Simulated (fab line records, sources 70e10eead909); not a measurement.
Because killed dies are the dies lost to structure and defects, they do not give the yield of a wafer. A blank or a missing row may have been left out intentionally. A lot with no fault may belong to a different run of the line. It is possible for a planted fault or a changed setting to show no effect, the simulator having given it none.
fab line records	flow nand_harc	part 2 of 2: steps 17 to 23 of 23
[record] lots = 5	wafers = 15	last_day = 24
route steps=1159 shown A_STAIRCASE@608
lots untouched by any fault: they come from a run of this same line in which no faults occurred
start_h: start of the lot's first displayed wafer, in hours after the record's first day	wait_h: how many hours have passed since the lot's step before this one	" identical to the entry in the row above	L1.1+2: a single row standing in for several wafers	- no value, or no start was given	* or withheld: withheld	< > ~ a bound
route shown NAME@n: a module of which the file shows steps, and the number in the route of the first	usual: mean and standard deviation over wafers with no fault	same: alike in all rows	chamber/n: place in a boat	sites: readings site by site	_std_site: standard deviation of those values	_edge_site: outer sites' mean less inner sites'	radius_mm: how far each site lies from the wafer's centre	mask NAME#n: copy n	behind: tool/chamber where the wafer was last shaped	hold: what put the lot on hold/how long, in hours/how the hold closed	device: the n, p or np transistor that did not switch	end of line: the route-end tests of the same wafers	a step with no rows: only its recipe	killed: at the first sort, the dies lost to defects and structure; wafer yield is something else	map: the dies of a wafer, with x for killed, . for not killed, _ for no die there
set.NAME: setting as actually run; set.NAME@STEP: the setting as run at that earlier step	model.NAME: the simulator's own value behind a step, which no gauge read
a table for each step, a row for each wafer; lots at some steps of the route
services: a tool's chamber out of use, with start hour (start_h, from the record's first day; less than 0 if before it), hours out, and reason
[[steps]]
[step NHARC_A_STAIRCASE_ETCH_232]
[recipe] target_depth_a = 1000	time_s = 40.5	ion_energy_ev = 400	c4f8_flow_sccm = 20	o2_flow_sccm = 10	ar_flow_sccm = withheld	rf_w = 600	bias_w = 1000	chemistry = C4F8/O2
[usual] oes_product_au = 0.941/0.011	rf_fwd_power_W = 592/3.2	rf_vpp_V = 894/6.2
lot.wafer	tool	chamber	start_h	wait_h	oes_product_au	rf_fwd_power_W	rf_hours_counter_h	rf_vpp_V
L076.3	rie_diel-07	1	-	-	0.948	595	8	888
L076.4	"	3	"	"	0.946	595	6	899
L076.5	"	1	"	"	0.942	593	-	888
L078.1	rie_diel-07	0	-	-	0.944	588	10	905
L078.6	"	3	"	"	0.924	599	-	898
L078.5	"	0	"	"	0.940	587	-	905
L081.1	rie_diel-02	0	-	-	0.938	592	50	893
L081.6	"	3	"	"	0.932	596	-	890
L081.5	"	0	"	"	0.941	593	-	894
L086.3	rie_diel-02	3	-	-	0.947	596	61	890
L086.6	"	1	"	"	0.953	592	-	887
L086.5	"	2	"	"	0.935	589	-	889
L095.4	rie_diel-02	2	-	-	0.914	594	10	889
L095.6	"	2	"	"	0.912	591	-	888
L095.5	"	3	"	"	0.918	597	-	890
[step NHARC_A_STAIRCASE_TRIM_233]
[recipe] time_s = 211.2	o2_flow_sccm = 500	ar_flow_sccm = 0	bias_w = 0	chemistry = O2
[usual] drypump_motor_current_A = 5.7/0.38	oes_product_au = 0.999/0.0072	rf_vpp_V = 57.7/0.9	showerhead_plenum_p_Torr = 3.46/0.17	throttle_valve_pct = 17.037/0.0096
lot.wafer	tool	chamber	start_h	wait_h	drypump_motor_current_A	oes_product_au	rf_hours_counter_h	rf_vpp_V	showerhead_plenum_p_Torr	throttle_valve_pct
L076.4	rie_diel-07	1	-	-	5.6	0.990	8	57.2	3.33	17.044
L076.3	"	2	"	"	6.0	0.999	7	56.8	3.36	17.031
L076.5	"	1	"	"	5.6	0.994	-	56.1	3.33	17.047
L078.1	rie_diel-07	2	-	-	6.1	1.001	14	59.4	3.36	17.036
L078.5	"	0	"	"	6.3	0.997	-	58.2	3.80	17.022
L078.6	"	1	"	"	5.6	0.994	-	57.0	3.33	17.045
L081.1	rie_diel-02	0	-	-	5.9	0.998	50	57.6	3.45	17.045
L081.5	"	1	"	"	5.4	1.005	-	56.6	3.32	17.039
L081.6	"	2	"	"	5.4	0.990	-	56.8	3.32	17.036
L086.3	rie_diel-02	2	-	-	5.4	1.004	57	55.4	3.32	17.039
L086.5	"	1	"	"	5.4	0.999	-	57.7	3.32	17.029
L086.6	"	2	"	"	5.4	1.005	-	56.4	3.32	17.044
L095.4	rie_diel-02	1	-	-	5.4	1.007	13	55.8	3.31	17.037
L095.6	"	2	"	"	5.4	1.001	-	58.0	3.31	17.058
L095.5	"	3	"	"	5.0	0.999	-	56.8	3.36	17.032
[step NHARC_A_STAIRCASE_ETCH_234]
[recipe] target_depth_a = 1000	time_s = 40.5	ion_energy_ev = 400	c4f8_flow_sccm = 20	o2_flow_sccm = 10	ar_flow_sccm = withheld	rf_w = 600	bias_w = 1000	chemistry = C4F8/O2
[usual] oes_product_au = 0.939/0.0098	rf_fwd_power_W = 592.1/2.9	rf_vpp_V = 893/6
lot.wafer	tool	chamber	start_h	wait_h	oes_product_au	rf_fwd_power_W	rf_hours_counter_h	rf_vpp_V
L076.3	rie_diel-07	0	-	-	0.941	590.3	6	906
L076.4	"	1	"	"	0.938	594.0	8	888
L076.5	"	2	"	"	0.939	593.7	-	889
L078.1	rie_diel-07	3	-	-	0.937	593.2	12	899
L078.6	"	1	"	"	0.923	592.2	-	888
L078.5	"	2	"	"	0.933	593.6	-	888
L081.1	rie_diel-02	3	-	-	0.945	595.5	49	890
L081.5	"	1	"	"	0.951	592.6	-	890
L081.6	"	2	"	"	0.942	591.9	-	888
L086.3	rie_diel-02	3	-	-	0.939	594.3	61	888
L086.6	"	1	"	"	0.948	589.8	-	888
L086.5	"	2	"	"	0.943	592.9	-	888
L095.4	rie_diel-02	3	-	-	0.938	595.9	11	890
L095.5	"	1	"	"	0.949	588.7	-	889
L095.6	"	2	"	"	0.931	593.4	-	887
[step NHARC_A_STAIRCASE_TRIM_235]
[recipe] time_s = 211.2	o2_flow_sccm = 500	ar_flow_sccm = 0	bias_w = 0	chemistry = O2
[usual] drypump_motor_current_A = 5.7/0.37	oes_product_au = 0.999/0.008	rf_vpp_V = 57.6/1	showerhead_plenum_p_Torr = 3.46/0.17	throttle_valve_pct = 17.037/0.0092
lot.wafer	tool	chamber	start_h	wait_h	drypump_motor_current_A	oes_product_au	rf_hours_counter_h	rf_vpp_V	showerhead_plenum_p_Torr	throttle_valve_pct
L076.4	rie_diel-07	0	-	-	6.3	1.000	6	59.6	3.80	17.043
L076.3	"	3	"	"	5.7	1.003	6	58.4	3.61	17.042
L076.5	"	0	"	"	6.3	1.005	-	59.7	3.80	17.032
L078.1	rie_diel-07	1	-	-	5.6	0.988	14	56.1	3.33	17.034
L078.5	"	1	"	"	5.6	0.983	-	56.4	3.33	17.037
L078.6	"	2	"	"	6.1	1.004	-	57.1	3.36	17.046
L081.1	rie_diel-02	2	-	-	5.4	0.992	44	56.2	3.32	17.037
L081.5	"	2	"	"	5.4	0.986	-	58.9	3.32	17.039
L081.6	"	3	"	"	5.0	0.990	-	59.6	3.38	17.046
L086.3	rie_diel-02	1	-	-	5.4	1.007	64	57.8	3.32	17.040
L086.6	"	0	"	"	5.9	1.000	-	58.3	3.44	17.045
L086.5	"	1	"	"	5.4	1.016	-	57.7	3.32	17.037
L095.4	rie_diel-02	3	-	-	5.0	0.998	11	57.8	3.36	17.037
L095.5	"	1	"	"	5.4	1.002	-	57.2	3.31	17.053
L095.6	"	2	"	"	5.4	0.992	-	57.1	3.31	17.031
[step NHARC_A_STAIRCASE_ETCH_236]
[recipe] target_depth_a = 1000	time_s = 40.5	ion_energy_ev = 400	c4f8_flow_sccm = 20	o2_flow_sccm = 10	ar_flow_sccm = withheld	rf_w = 600	bias_w = 1000	chemistry = C4F8/O2
[usual] oes_product_au = 0.940/0.011	rf_fwd_power_W = 592/3	rf_vpp_V = 893/5.9
lot.wafer	tool	chamber	start_h	wait_h	oes_product_au	rf_fwd_power_W	rf_hours_counter_h	rf_vpp_V
L076.3	rie_diel-07	3	-	-	0.935	594	6	899
L076.4	"	1	"	"	0.932	594	9	889
L076.5	"	3	"	"	0.931	594	-	899
L078.1	rie_diel-07	3	-	-	0.953	596	12	899
L078.5	"	2	"	"	0.940	593	-	890
L078.6	"	3	"	"	0.955	598	-	899
L081.1	rie_diel-02	0	-	-	0.946	591	50	893
L081.5	"	2	"	"	0.941	589	-	888
L081.6	"	3	"	"	0.942	594	-	890
L086.3	rie_diel-02	0	-	-	0.932	589	62	893
L086.6	"	2	"	"	0.929	592	-	888
L086.5	"	3	"	"	0.924	593	-	890
L095.4	rie_diel-02	2	-	-	0.938	593	11	888
L095.6	"	2	"	"	0.941	591	-	888
L095.5	"	3	"	"	0.938	596	-	892
[step NHARC_A_STAIRCASE_STRIP_238]
[recipe] power_w = 1500	temp_c = 250	chemistry = O2
[usual] drypump_motor_current_A = 6.0/0.31	heater_power_w = 302/18
lot.wafer	tool	chamber	start_h	wait_h	drypump_motor_current_A	heater_power_w	rf_hours_counter_h
L076.3	plasma_asher-02	1	253.96	0.2	6.4	299	-
L076.4	"	0	"	"	5.9	296	-
L076.5	"	0	"	"	5.9	302	-
L078.1	plasma_asher-01	1	268.80	0.1	5.6	323	57
L078.5	"	0	"	"	6.3	273	-
L078.6	"	1	"	"	5.6	332	-
L081.1	plasma_asher-01	0	287.72	0.1	6.2	289	1
L081.5	"	0	"	"	6.3	289	-
L081.6	"	1	"	"	5.6	330	-
L086.3	plasma_asher-02	1	320.08	0.2	6.5	303	-
L086.5	"	0	"	"	5.9	293	-
L086.6	"	1	"	"	6.4	294	-
L095.4	plasma_asher-02	0	369.62	0.2	5.9	298	-
L095.5	"	1	"	"	6.4	298	-
L095.6	"	0	"	"	5.9	299	-
[step NHARC_A_STAIRCASE_STRIP_239]
[recipe] time_s = 900	temp_c = 130	chemistry = SPM
[usual] bath_guard_temp_C = 129.9/0.46
lot.wafer	tool	chamber	start_h	wait_h	bath_guard_temp_C
L076.5	wet_bench-01	6	254.21	0.1	129.9
L076.4	"	7	"	"	129.4
L076.3	"	2	"	"	130.6
L078.5	wet_bench-06	6	269.10	0.1	131.1
L078.6	"	7	"	"	130.4
L078.1	"	2	"	"	130.2
L081.5	wet_bench-01	0	288.06	0.1	130.1
L081.1	"	1	"	"	129.6
L081.6	"	3	"	"	130.3
L086.3	wet_bench-06	7	320.29	0.2	130.3
L086.6	"	2	"	"	130.6
L086.5	"	3	"	"	130.5
L095.6	wet_bench-01	4	369.84	0.1	129.8
L095.4	"	6	"	"	129.7
L095.5	"	7	"	"	129.6
[[services]]
tool	chamber	start_h	hours	kind
rie_diel-07	-	228.37	9.0	pm
rie_diel-07	0	228.37	9.0	vent_cycle
rie_diel-07	1	228.37	9.0	vent_cycle
rie_diel-07	2	228.37	9.0	vent_cycle
rie_diel-07	3	228.37	9.0	vent_cycle
litho_track-05	-	237.00	7.0	pm
rie_diel-07	0	237.37	-	clean
krf_scanner-03	-	238.45	3.1	repair
rie_diel-07	0	241.42	3.2	repair
krf_scanner-01	-	243.84	0.3	repair
rie_diel-03	1	245.13	1.9	repair
rie_diel-02	2	254.31	11.7	repair
krf_scanner-01	-	256.00	4.0	pm
krf_scanner-03	-	276.08	1.7	repair
plasma_asher-01	-	276.58	9.0	pm
wet_bench-06	-	305.63	8.0	pm
krf_scanner-03	-	310.43	1.0	repair
rie_diel-07	3	320.10	10.3	repair
rie_diel-02	-	328.11	9.0	pm
krf_scanner-03	-	340.00	4.0	pm
rie_diel-07	-	349.49	0.6	repair
plasma_asher-02	-	360.22	9.0	pm
krf_scanner-03	-	362.27	2.5	repair
litho_track-07	-	364.00	7.0	pm
